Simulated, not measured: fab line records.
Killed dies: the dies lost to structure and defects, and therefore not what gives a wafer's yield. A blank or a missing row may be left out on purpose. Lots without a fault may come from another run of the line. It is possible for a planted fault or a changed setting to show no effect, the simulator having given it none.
Shared-tool check / flow n5-finfet / Sample size 10 lots and 30 wafers

WHY THIS WAS OPENED
At N5_BEOL_M9_THK_MEAS_01 the reading M9_ILD_THK is flagged on 3 of 10 lots. No-fault wafers: 267 nm, standard deviation 3.5.
Rule: flag the lot when none of its wafers has a number, or when each of its wafers that has one lies beyond 4 standard deviations from that mean. All remaining lots are regarded as sound.

lot=L121; measured=day 11 05:34; on=film-metro-02; M9_ILD_THK (nm), wafer by wafer=265 270 270; flag=
lot=L122; measured=day 11 06:34; on=film-metro-02; M9_ILD_THK (nm), wafer by wafer=265 266 271; flag=
lot=L124; measured=day 11 23:43; on=film-metro-02; M9_ILD_THK (nm), wafer by wafer=303 308 312; flag=FLAGGED
lot=L126; measured=day 12 11:53; on=film-metro-02; M9_ILD_THK (nm), wafer by wafer=303 309 310; flag=FLAGGED
lot=L125; measured=day 12 16:47; on=film-metro-02; M9_ILD_THK (nm), wafer by wafer=301 304 307; flag=FLAGGED
lot=L135; measured=day 14 10:17; on=film-metro-01; M9_ILD_THK (nm), wafer by wafer=268 266 271; flag=
lot=L134; measured=day 14 18:58; on=film-metro-02; M9_ILD_THK (nm), wafer by wafer=267 267 266; flag=
lot=L138; measured=day 14 21:00; on=film-metro-01; M9_ILD_THK (nm), wafer by wafer=260 264 267; flag=
lot=L139; measured=day 15 22:42; on=film-metro-01; M9_ILD_THK (nm), wafer by wafer=265 264 271; flag=
lot=L140; measured=day 16 09:38; on=film-metro-01; M9_ILD_THK (nm), wafer by wafer=267 265 268; flag=
On average the flagged lots' numbers are 306 nm, which is +39 nm against the usual, or +11 standard deviations.

LOT BY LOT: THE TOOL USED
3 process steps preceding the reading are held in the record, out of 1938 steps in the route. Read each cell as the tool, then ch plus the chambers that the sampled wafers visited, then the start.
lot=L121; flag=; N5_BEOL_M8_STRIP_80=rie-diel-05 ch 2,3, day 11 04:50 or earlier; N5_BEOL_M8_DEP_56=pecvd-03 ch 0,1,2, day 11 04:50; N5_BEOL_M9_CURE_71=uv-cure-03 ch 2, day 11 05:08
lot=L122; flag=; N5_BEOL_M8_STRIP_80=rie-diel-02 ch 0,2, day 11 05:35 or earlier; N5_BEOL_M8_DEP_56=pecvd-01 ch 0,1, day 11 05:35; N5_BEOL_M9_CURE_71=uv-cure-01 ch 1, day 11 06:04
lot=L124; flag=FLAGGED; N5_BEOL_M8_STRIP_80=rie-diel-02 ch 1,2,3, day 11 21:28 or earlier; N5_BEOL_M8_DEP_56=pecvd-03 ch 0,2, day 11 21:28; N5_BEOL_M9_CURE_71=uv-cure-01 ch 2, day 11 22:43
lot=L126; flag=FLAGGED; N5_BEOL_M8_STRIP_80=rie-diel-05 ch 1,2,3, day 12 11:10 or earlier; N5_BEOL_M8_DEP_56=pecvd-04 ch 0,2, day 12 11:10; N5_BEOL_M9_CURE_71=uv-cure-01 ch 2, day 12 11:32
lot=L125; flag=FLAGGED; N5_BEOL_M8_STRIP_80=rie-diel-06 ch 0,1,2, day 12 14:38 or earlier; N5_BEOL_M8_DEP_56=pecvd-03 ch 0,1,2, day 12 14:38; N5_BEOL_M9_CURE_71=uv-cure-03 ch 1, day 12 14:50
lot=L135; flag=; N5_BEOL_M8_STRIP_80=rie-diel-06 ch 0,3, day 14 09:34 or earlier; N5_BEOL_M8_DEP_56=pecvd-01 ch 0,1, day 14 09:34; N5_BEOL_M9_CURE_71=uv-cure-01 ch 0, day 14 09:46
lot=L134; flag=; N5_BEOL_M8_STRIP_80=rie-diel-02 ch 0,2,3, day 14 17:46 or earlier; N5_BEOL_M8_DEP_56=pecvd-03 ch 0,1, day 14 17:46; N5_BEOL_M9_CURE_71=uv-cure-03 ch 0, day 14 18:17
lot=L138; flag=; N5_BEOL_M8_STRIP_80=rie-diel-02 ch 2,3, day 14 19:41 or earlier; N5_BEOL_M8_DEP_56=pecvd-04 ch 0,1,2, day 14 19:41; N5_BEOL_M9_CURE_71=uv-cure-03 ch 1, day 14 20:34
lot=L139; flag=; N5_BEOL_M8_STRIP_80=rie-diel-06 ch 0,3, day 15 21:29 or earlier; N5_BEOL_M8_DEP_56=pecvd-03 ch 0,2, day 15 21:29; N5_BEOL_M9_CURE_71=uv-cure-01 ch 2, day 15 21:42
lot=L140; flag=; N5_BEOL_M8_STRIP_80=rie-diel-05 ch 0,2, day 16 08:52 or earlier; N5_BEOL_M8_DEP_56=pecvd-04 ch 0,1,2, day 16 08:52; N5_BEOL_M9_CURE_71=uv-cure-03 ch 1, day 16 09:07
What the steps here do:
- N5_BEOL_M8_STRIP_80: strips in N2/H2, time 10 s.
- N5_BEOL_M8_DEP_56: deposits SiCN from 3MS/NH3, target thk 10 nm, time 17.5 s.
- N5_BEOL_M9_CURE_71: cures SiCOH lowk, time 240 s.
- N5_BEOL_M9_THK_MEAS_01

FLAGGED OVER TOTAL, TOOL BY TOOL (the gauges that took the reading come last)
step=N5_BEOL_M8_STRIP_80; tool=rie-diel-02; lots run=4; flagged=1; share of the flagged lots=some; sound lots run after its first flagged lot=2 (L134,L138)
step=N5_BEOL_M8_STRIP_80; tool=rie-diel-05; lots run=3; flagged=1; share of the flagged lots=some; sound lots run after its first flagged lot=1 (L140)
step=N5_BEOL_M8_STRIP_80; tool=rie-diel-06; lots run=3; flagged=1; share of the flagged lots=some; sound lots run after its first flagged lot=2 (L135,L139)
step=N5_BEOL_M8_DEP_56; tool=pecvd-01; lots run=2; flagged=0; share of the flagged lots=none; sound lots run after its first flagged lot=-
step=N5_BEOL_M8_DEP_56; tool=pecvd-03; lots run=5; flagged=2; share of the flagged lots=some; sound lots run after its first flagged lot=2 (L134,L139)
step=N5_BEOL_M8_DEP_56; tool=pecvd-04; lots run=3; flagged=1; share of the flagged lots=some; sound lots run after its first flagged lot=2 (L138,L140)
step=N5_BEOL_M9_CURE_71; tool=uv-cure-01; lots run=5; flagged=2; share of the flagged lots=some; sound lots run after its first flagged lot=2 (L135,L139)
step=N5_BEOL_M9_CURE_71; tool=uv-cure-03; lots run=5; flagged=1; share of the flagged lots=some; sound lots run after its first flagged lot=3 (L134,L138,L140)
step=N5_BEOL_M9_THK_MEAS_01; tool=film-metro-01; lots run=4; flagged=0; share of the flagged lots=none; sound lots run after its first flagged lot=-
step=N5_BEOL_M9_THK_MEAS_01; tool=film-metro-02; lots run=6; flagged=3; share of the flagged lots=all; sound lots run after its first flagged lot=1 (L134)
Because N5_BEOL_M8_STRIP_80 lacks a start for some lots, the hours and order of its lots are taken from N5_BEOL_M8_DEP_56.

WHAT IS ALLOWED BY THE TABLE
In the table, 1 row covers all flagged lots: film-metro-02 at N5_BEOL_M9_THK_MEAS_01.
- film-metro-02 at N5_BEOL_M9_THK_MEAS_01: 3 of its 6 lots flagged. Lots that were sound ran on it after the first flagged one (L134); a persistent fault on the entire tool would not allow that.
No row of the table ran every flagged lot and no sound lot after the first.

WHAT WAS PUT IN BY THE SIMULATOR
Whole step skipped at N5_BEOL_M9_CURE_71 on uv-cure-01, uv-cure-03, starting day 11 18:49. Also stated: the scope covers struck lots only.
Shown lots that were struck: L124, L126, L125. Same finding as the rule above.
